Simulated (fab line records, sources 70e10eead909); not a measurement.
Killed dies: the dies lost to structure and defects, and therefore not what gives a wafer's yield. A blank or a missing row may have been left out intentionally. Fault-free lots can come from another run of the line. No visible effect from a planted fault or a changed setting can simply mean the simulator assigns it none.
Which tool is to blame? / flow nandHarc / 37 wafers from 13 lots sampled at 5 of the route's 1159 steps

== WHAT THE GAUGES SHOWED, per wafer ==
NHARC_END_SORT_01. Usual: killedAtArray 21, standard deviation 8.9; killedAtOther 0.8, standard deviation 1.3; killedAtPeriphery 3.6, standard deviation 2.4; killedDies 26, standard deviation 8.9; killedOpen 3.1, standard deviation 1.8; killedShort 1.9, standard deviation 1.3.
lot=L733; measured=day 21 14:35; on=prober-01; killedAtArray=28 671; killedAtOther=0 3; killedAtPeriphery=2 3; killedDies=30 677; killedOpen=2 4; killedShort=0 3; flag=OFF
lot=L735; measured=day 21 14:36; on=prober-02; killedAtArray=14 670; killedAtOther=0 0; killedAtPeriphery=5 7; killedDies=19 677; killedOpen=3 4; killedShort=4 3; flag=OFF
lot=L734; measured=day 22 13:22; on=prober-02; killedAtArray=672 33 671; killedAtOther=2 1 2; killedAtPeriphery=3 4 4; killedDies=677 38 677; killedOpen=1 2 1; killedShort=3 2 2; flag=OFF

== WHAT TOOL EACH LOT RAN ON (gives the tool, then ch and the chambers of the sampled wafers, and finally the start) ==
lot=L725; NHARC_A_SLIT_ETCH_24=rieDiel-10 ch 1,2,3, day 14 20:31; NHARC_A_WL_FILL_ALD_00=aldHk-03 ch 2,3, day 15 07:20; NHARC_A_WL_FILL_ALD_02=aldMetal-02 ch 0,2, day 15 08:10; NHARC_A_WL_FILL_ETCHBACK_04=rieMetal-03 ch 0,1, day 15 15:48
lot=L726; NHARC_A_SLIT_ETCH_24=rieDiel-09 ch 1,2,3, day 14 20:42; NHARC_A_WL_FILL_ALD_00=aldHk-02 ch 1,2, day 15 07:11; NHARC_A_WL_FILL_ALD_02=aldMetal-03 ch 0,1,2, day 15 07:40; NHARC_A_WL_FILL_ETCHBACK_04=rieMetal-02 ch 0,1, day 15 12:53
lot=L724; NHARC_A_SLIT_ETCH_24=rieDiel-09 ch 2,3, day 15 07:32; NHARC_A_WL_FILL_ALD_00=aldHk-02 ch 1,2,3, day 15 22:28; NHARC_A_WL_FILL_ALD_02=aldMetal-01 ch 1,2, day 15 22:57; NHARC_A_WL_FILL_ETCHBACK_04=rieMetal-03 ch 0,1, day 16 05:14
lot=L729; NHARC_A_SLIT_ETCH_24=rieDiel-09 ch 2,3, day 15 12:28; NHARC_A_WL_FILL_ALD_00=aldHk-02 ch 0,3, day 16 01:23; NHARC_A_WL_FILL_ALD_02=aldMetal-02 ch 0,3, day 16 01:50; NHARC_A_WL_FILL_ETCHBACK_04=rieMetal-01 ch 0,1, day 16 06:52
lot=L733; NHARC_A_SLIT_ETCH_24=rieDiel-09 ch 0,2, day 16 13:47; NHARC_A_WL_FILL_ALD_00=aldHk-01 ch 0,3, day 17 01:05; NHARC_A_WL_FILL_ALD_02=aldMetal-01 ch 0,3, day 17 01:35; NHARC_A_WL_FILL_ETCHBACK_04=rieMetal-03 ch 0,1, day 17 11:35
lot=L735; NHARC_A_SLIT_ETCH_24=rieDiel-09 ch 1,3, day 16 19:21; NHARC_A_WL_FILL_ALD_00=aldHk-03 ch 0,3, day 17 06:26; NHARC_A_WL_FILL_ALD_02=aldMetal-03 ch 0,1, day 17 07:08; NHARC_A_WL_FILL_ETCHBACK_04=rieMetal-03 ch 0, day 17 15:31
lot=L734; NHARC_A_SLIT_ETCH_24=rieDiel-02 ch 0,1,2, day 16 21:25; NHARC_A_WL_FILL_ALD_00=aldHk-03 ch 1,2,3, day 17 11:20; NHARC_A_WL_FILL_ALD_02=aldMetal-01 ch 0,1,2, day 17 11:52; NHARC_A_WL_FILL_ETCHBACK_04=rieMetal-03 ch 0,1, day 17 21:16
lot=L738; NHARC_A_SLIT_ETCH_24=rieDiel-02 ch 0,3, day 17 07:53; NHARC_A_WL_FILL_ALD_00=aldHk-01 ch 0,3, day 17 19:41; NHARC_A_WL_FILL_ALD_02=aldMetal-03 ch 0,1,2, day 17 20:15; NHARC_A_WL_FILL_ETCHBACK_04=rieMetal-02 ch 0,1, day 18 01:01
lot=L739; NHARC_A_SLIT_ETCH_24=rieDiel-10 ch 1,2, day 18 11:15; NHARC_A_WL_FILL_ALD_00=aldHk-02 ch 1,2, day 18 20:28; NHARC_A_WL_FILL_ALD_02=aldMetal-03 ch 0,1,2, day 18 20:59; NHARC_A_WL_FILL_ETCHBACK_04=rieMetal-01 ch 0,1, day 19 04:46
lot=L741; NHARC_A_SLIT_ETCH_24=rieDiel-02 ch 0,2,3, day 18 20:22; NHARC_A_WL_FILL_ALD_00=aldHk-02 ch 2,3, day 19 05:37; NHARC_A_WL_FILL_ALD_02=aldMetal-03 ch 0,3, day 19 06:05; NHARC_A_WL_FILL_ETCHBACK_04=rieMetal-02 ch 1, day 19 11:01
lot=L742; NHARC_A_SLIT_ETCH_24=rieDiel-02 ch 0,1,2, day 18 20:58; NHARC_A_WL_FILL_ALD_00=aldHk-03 ch 2,3, day 19 09:44; NHARC_A_WL_FILL_ALD_02=aldMetal-02 ch 0,1,2, day 19 10:16; NHARC_A_WL_FILL_ETCHBACK_04=rieMetal-01 ch 0,1, day 19 14:02
lot=L746; NHARC_A_SLIT_ETCH_24=rieDiel-09 ch 1,2, day 19 14:48; NHARC_A_WL_FILL_ALD_00=aldHk-02 ch 0,1,3, day 20 02:18; NHARC_A_WL_FILL_ALD_02=aldMetal-03 ch 0,1,3, day 20 02:49; NHARC_A_WL_FILL_ETCHBACK_04=rieMetal-01 ch 0,1, day 20 14:21
lot=L747; NHARC_A_SLIT_ETCH_24=rieDiel-09 ch 0,1,3, day 20 05:20; NHARC_A_WL_FILL_ALD_00=aldHk-02 ch 0,3, day 20 16:51; NHARC_A_WL_FILL_ALD_02=aldMetal-03 ch 2,3, day 20 17:25; NHARC_A_WL_FILL_ETCHBACK_04=rieMetal-02 ch 0,1, day 21 01:16
- NHARC_A_SLIT_ETCH_24: etches the open film in CF4/CHF3, target depth 121 nm, time 60.5 s.
- NHARC_A_WL_FILL_ALD_00: deposits Al2O3, target thk 3 nm, pulse time 3 s, ald cycles 30.
- NHARC_A_WL_FILL_ALD_02: deposits TiN, target thk 2 nm, pulse time 3 s, ald cycles 100.
- NHARC_A_WL_FILL_ETCHBACK_04: etches the open film in NF3, target depth 60 nm, time 120 s.

== WHAT THE TOOLS THEMSELVES READ (means of the sampled wafers that have a number; where no wafer has one, the mark that the record gives instead) ==
NHARC_A_SLIT_ETCH_24. Usual: drypumpMotorCurrentA 5.7 A, standard deviation 0.48; oesProductAu 0.959 a.u., standard deviation 0.017; rfVppV 370.2 V, standard deviation 2.1; showerheadPlenumPTorr 1.56 Torr, standard deviation 0.059; throttleValvePct 16.801 %, standard deviation 0.0089.
lot=L725; tool=rieDiel-10; drypumpMotorCurrentA (A)=5.7; oesProductAu (a.u.)=0.932; rfVppV (V)=371.5; showerheadPlenumPTorr (Torr)=1.59; throttleValvePct (%)=16.803; flag=
lot=L726; tool=rieDiel-09; drypumpMotorCurrentA (A)=5.9; oesProductAu (a.u.)=0.939; rfVppV (V)=370.4; showerheadPlenumPTorr (Torr)=1.55; throttleValvePct (%)=16.799; flag=
lot=L724; tool=rieDiel-09; drypumpMotorCurrentA (A)=6.3; oesProductAu (a.u.)=0.941; rfVppV (V)=368.4; showerheadPlenumPTorr (Torr)=1.50; throttleValvePct (%)=16.795; flag=
lot=L729; tool=rieDiel-09; drypumpMotorCurrentA (A)=6.3; oesProductAu (a.u.)=0.952; rfVppV (V)=368.2; showerheadPlenumPTorr (Torr)=1.50; throttleValvePct (%)=16.800; flag=
lot=L733; tool=rieDiel-09; drypumpMotorCurrentA (A)=5.8; oesProductAu (a.u.)=0.952; rfVppV (V)=368.2; showerheadPlenumPTorr (Torr)=1.50; throttleValvePct (%)=16.800; flag=
lot=L735; tool=rieDiel-09; drypumpMotorCurrentA (A)=5.7; oesProductAu (a.u.)=0.972; rfVppV (V)=369.8; showerheadPlenumPTorr (Torr)=1.58; throttleValvePct (%)=16.801; flag=
lot=L734; tool=rieDiel-02; drypumpMotorCurrentA (A)=5.5; oesProductAu (a.u.)=0.976; rfVppV (V)=372.0; showerheadPlenumPTorr (Torr)=1.59; throttleValvePct (%)=16.806; flag=
lot=L738; tool=rieDiel-02; drypumpMotorCurrentA (A)=5.7; oesProductAu (a.u.)=0.974; rfVppV (V)=370.7; showerheadPlenumPTorr (Torr)=1.54; throttleValvePct (%)=16.801; flag=
lot=L739; tool=rieDiel-10; drypumpMotorCurrentA (A)=5.7; oesProductAu (a.u.)=0.964; rfVppV (V)=369.7; showerheadPlenumPTorr (Torr)=1.57; throttleValvePct (%)=16.802; flag=
lot=L741; tool=rieDiel-02; drypumpMotorCurrentA (A)=5.8; oesProductAu (a.u.)=0.975; rfVppV (V)=369.6; showerheadPlenumPTorr (Torr)=1.55; throttleValvePct (%)=16.805; flag=
lot=L742; tool=rieDiel-02; drypumpMotorCurrentA (A)=5.5; oesProductAu (a.u.)=0.970; rfVppV (V)=370.7; showerheadPlenumPTorr (Torr)=1.59; throttleValvePct (%)=16.802; flag=
lot=L746; tool=rieDiel-09; drypumpMotorCurrentA (A)=6.0; oesProductAu (a.u.)=0.954; rfVppV (V)=370.1; showerheadPlenumPTorr (Torr)=1.53; throttleValvePct (%)=16.789; flag=
lot=L747; tool=rieDiel-09; drypumpMotorCurrentA (A)=5.5; oesProductAu (a.u.)=0.963; rfVppV (V)=370.1; showerheadPlenumPTorr (Torr)=1.55; throttleValvePct (%)=16.804; flag=

NHARC_A_WL_FILL_ALD_00. Usual: heaterPowerOuterW 259 W, standard deviation 28; heaterPowerW 460 W, standard deviation 43; precursorPulseHeightRel 0.996, standard deviation 0.021; susceptorTempC 299.99 C, standard deviation 0.2.
lot=L725; tool=aldHk-03; heaterPowerOuterW (W)=274; heaterPowerW (W)=461; precursorPulseHeightRel=0.997; susceptorTempC (C)=300.10; flag=
lot=L726; tool=aldHk-02; heaterPowerOuterW (W)=245; heaterPowerW (W)=419; precursorPulseHeightRel=1.008; susceptorTempC (C)=300.11; flag=
lot=L724; tool=aldHk-02; heaterPowerOuterW (W)=236; heaterPowerW (W)=432; precursorPulseHeightRel=0.978; susceptorTempC (C)=300.03; flag=
lot=L729; tool=aldHk-02; heaterPowerOuterW (W)=260; heaterPowerW (W)=481; precursorPulseHeightRel=1.003; susceptorTempC (C)=299.92; flag=
lot=L733; tool=aldHk-01; heaterPowerOuterW (W)=276; heaterPowerW (W)=486; precursorPulseHeightRel=0.974; susceptorTempC (C)=300.15; flag=
lot=L735; tool=aldHk-03; heaterPowerOuterW (W)=294; heaterPowerW (W)=520; precursorPulseHeightRel=0.994; susceptorTempC (C)=299.87; flag=
lot=L734; tool=aldHk-03; heaterPowerOuterW (W)=260; heaterPowerW (W)=449; precursorPulseHeightRel=0.989; susceptorTempC (C)=299.91; flag=
lot=L738; tool=aldHk-01; heaterPowerOuterW (W)=275; heaterPowerW (W)=487; precursorPulseHeightRel=0.995; susceptorTempC (C)=299.91; flag=
lot=L739; tool=aldHk-02; heaterPowerOuterW (W)=239; heaterPowerW (W)=426; precursorPulseHeightRel=1.001; susceptorTempC (C)=299.89; flag=
lot=L741; tool=aldHk-02; heaterPowerOuterW (W)=257; heaterPowerW (W)=451; precursorPulseHeightRel=0.969; susceptorTempC (C)=300.03; flag=
lot=L742; tool=aldHk-03; heaterPowerOuterW (W)=282; heaterPowerW (W)=493; precursorPulseHeightRel=0.999; susceptorTempC (C)=300.09; flag=
lot=L746; tool=aldHk-02; heaterPowerOuterW (W)=248; heaterPowerW (W)=457; precursorPulseHeightRel=0.981; susceptorTempC (C)=300.10; flag=
lot=L747; tool=aldHk-02; heaterPowerOuterW (W)=256; heaterPowerW (W)=472; precursorPulseHeightRel=1.000; susceptorTempC (C)=300.21; flag=

NHARC_A_WL_FILL_ALD_02. Usual: heaterPowerOuterW 655 W, standard deviation 83; heaterPowerW 1032 W, standard deviation 110; precursorPulseHeightRel 0.999, standard deviation 0.021; susceptorTempC 449.99 C, standard deviation 0.25.
lot=L725; tool=aldMetal-02; heaterPowerOuterW (W)=633; heaterPowerW (W)=982; precursorPulseHeightRel=0.988; susceptorTempC (C)=450.10; flag=
lot=L726; tool=aldMetal-03; heaterPowerOuterW (W)=690; heaterPowerW (W)=1082; precursorPulseHeightRel=1.002; susceptorTempC (C)=449.97; flag=
lot=L724; tool=aldMetal-01; heaterPowerOuterW (W)=602; heaterPowerW (W)=999; precursorPulseHeightRel=0.987; susceptorTempC (C)=449.94; flag=
lot=L729; tool=aldMetal-02; heaterPowerOuterW (W)=629; heaterPowerW (W)=943; precursorPulseHeightRel=0.989; susceptorTempC (C)=450.16; flag=
lot=L733; tool=aldMetal-01; heaterPowerOuterW (W)=754; heaterPowerW (W)=1121; precursorPulseHeightRel=0.980; susceptorTempC (C)=450.00; flag=
lot=L735; tool=aldMetal-03; heaterPowerOuterW (W)=729; heaterPowerW (W)=1132; precursorPulseHeightRel=1.056; susceptorTempC (C)=449.61; flag=
lot=L734; tool=aldMetal-01; heaterPowerOuterW (W)=602; heaterPowerW (W)=977; precursorPulseHeightRel=0.997; susceptorTempC (C)=450.13; flag=
lot=L738; tool=aldMetal-03; heaterPowerOuterW (W)=708; heaterPowerW (W)=1075; precursorPulseHeightRel=0.982; susceptorTempC (C)=449.67; flag=
lot=L739; tool=aldMetal-03; heaterPowerOuterW (W)=697; heaterPowerW (W)=1074; precursorPulseHeightRel=0.979; susceptorTempC (C)=449.94; flag=
lot=L741; tool=aldMetal-03; heaterPowerOuterW (W)=730; heaterPowerW (W)=1130; precursorPulseHeightRel=0.987; susceptorTempC (C)=449.93; flag=
lot=L742; tool=aldMetal-02; heaterPowerOuterW (W)=622; heaterPowerW (W)=973; precursorPulseHeightRel=0.985; susceptorTempC (C)=450.00; flag=
lot=L746; tool=aldMetal-03; heaterPowerOuterW (W)=706; heaterPowerW (W)=1108; precursorPulseHeightRel=1.010; susceptorTempC (C)=450.07; flag=
lot=L747; tool=aldMetal-03; heaterPowerOuterW (W)=661; heaterPowerW (W)=1028; precursorPulseHeightRel=1.008; susceptorTempC (C)=450.11; flag=

NHARC_A_WL_FILL_ETCHBACK_04. Usual: drypumpMotorCurrentA 5.87 A, standard deviation 0.26; oesProductAu 0.999 a.u., standard deviation 0.0087.
lot=L725; tool=rieMetal-03; drypumpMotorCurrentA (A)=5.91; oesProductAu (a.u.)=0.994; flag=
lot=L726; tool=rieMetal-02; drypumpMotorCurrentA (A)=6.01; oesProductAu (a.u.)=0.999; flag=
lot=L724; tool=rieMetal-03; drypumpMotorCurrentA (A)=5.92; oesProductAu (a.u.)=0.996; flag=
lot=L729; tool=rieMetal-01; drypumpMotorCurrentA (A)=5.61; oesProductAu (a.u.)=0.997; flag=
lot=L733; tool=rieMetal-03; drypumpMotorCurrentA (A)=5.95; oesProductAu (a.u.)=0.877; flag=OFF
lot=L735; tool=rieMetal-03; drypumpMotorCurrentA (A)=6.12; oesProductAu (a.u.)=0.884; flag=OFF
lot=L734; tool=rieMetal-03; drypumpMotorCurrentA (A)=5.90; oesProductAu (a.u.)=0.836; flag=OFF
lot=L738; tool=rieMetal-02; drypumpMotorCurrentA (A)=6.15; oesProductAu (a.u.)=0.998; flag=
lot=L739; tool=rieMetal-01; drypumpMotorCurrentA (A)=5.60; oesProductAu (a.u.)=0.992; flag=
lot=L741; tool=rieMetal-02; drypumpMotorCurrentA (A)=6.25; oesProductAu (a.u.)=1.009; flag=
lot=L742; tool=rieMetal-01; drypumpMotorCurrentA (A)=5.65; oesProductAu (a.u.)=0.995; flag=
lot=L746; tool=rieMetal-01; drypumpMotorCurrentA (A)=5.65; oesProductAu (a.u.)=0.995; flag=
lot=L747; tool=rieMetal-02; drypumpMotorCurrentA (A)=6.01; oesProductAu (a.u.)=1.001; flag=

== THE ANSWER, worked out from the rows above alone ==
Rule: take the mean of a lot's wafers that have a number; if it is more than 3 standard deviations from the usual mean, the lot is off. A lot without any number at a reading at which 4 lots or more have one is off too. The other lots that the step has rows for count as sound. The gauges are gone through in route order, then the tools' own readings, and for those a lot's mean is taken as printed above. The first step at which some lot is off is used, and at that step the reading that is off furthest; a lot without a number counts as furthest.
Off: L733, L735, L734 (NHARC_END_SORT_01, killedDies). Neither off nor sound, because the step has no rows for them: L725, L726, L724, L729, L738, L739, L741, L742, L746, L747.
If a tool, at a process step before that reading, ran all the lots that are off and no sound lot after the first of them, it fits. Not tried: the gauges at NHARC_END_SORT_01; whatever is off there is also off at NHARC_A_WL_FILL_ETCHBACK_04, on other tools, and gauge error can't account for it. One fits: NHARC_A_WL_FILL_ETCHBACK_04 on rieMetal-03. It ran no sound lot before its first lot that is off in this sample, so the start can't be narrowed down.

== WHAT THE SIMULATOR HAD INSERTED ==
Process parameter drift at NHARC_A_WL_FILL_ETCHBACK_04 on rieMetal-03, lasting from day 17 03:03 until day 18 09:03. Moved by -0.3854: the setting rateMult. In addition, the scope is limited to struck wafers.
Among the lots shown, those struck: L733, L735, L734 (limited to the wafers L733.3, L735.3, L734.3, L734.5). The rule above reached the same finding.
